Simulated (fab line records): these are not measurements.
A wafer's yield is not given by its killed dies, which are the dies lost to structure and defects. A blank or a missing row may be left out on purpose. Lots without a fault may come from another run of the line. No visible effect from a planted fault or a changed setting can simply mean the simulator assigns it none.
Chamber matching | flow n5Finfet | 4 sister chambers for N5_BEOL_M14_ETCH_67 on rieDiel-02
The step etches SiARC in CF4, target depth 143 nm, time 238.3 s. 4 wafers are shown with their chamber, then 8 later ones without.

WAFERS WITH THEIR CHAMBER
wafer  | chamber | drypumpMotorCurrentA (A)
L083.6 | 0       | 6.1
L084.1 | 1       | 5.9
L084.5 | 2       | 5.6
L088.1 | 3       | 6.5

WAFERS MISSING THEIR CHAMBER
wafer  | drypumpMotorCurrentA (A)
L088.2 | 5.9
L088.3 | 5.6
L089.1 | 5.9
L089.3 | 6.1
L089.4 | 6.6
L090.2 | 6.5
L090.3 | 5.6
L090.5 | 5.6

WHICH CHAMBER EACH ONE RAN IN
wafer  | from the rows above | in truth
L088.2 | 1                   | 1
L088.3 | 2                   | 2
L089.1 | 1                   | 1
L089.3 | 0                   | 0
L089.4 | 3                   | 3
L090.2 | 3                   | 3
L090.3 | 2                   | 2
L090.5 | 2                   | 2
Correct placement for 8 of the 8. Left unplaced by these rows: 0. Number placed wrongly: 0.
How it was worked out, from the rows above alone: a wafer's distance from a chamber is the root of the sum, over the readings, of the square of ((its reading less the chamber's mean) divided by the reading's scatter). The wafer belongs to the nearest chamber; if the next one is less than 2 further off, it can't be placed. A chamber's mean is the mean of its shown wafers. The scatter: root of mean squared gap, hidden wafer to nearest shown wafer, with one shown wafer a chamber.
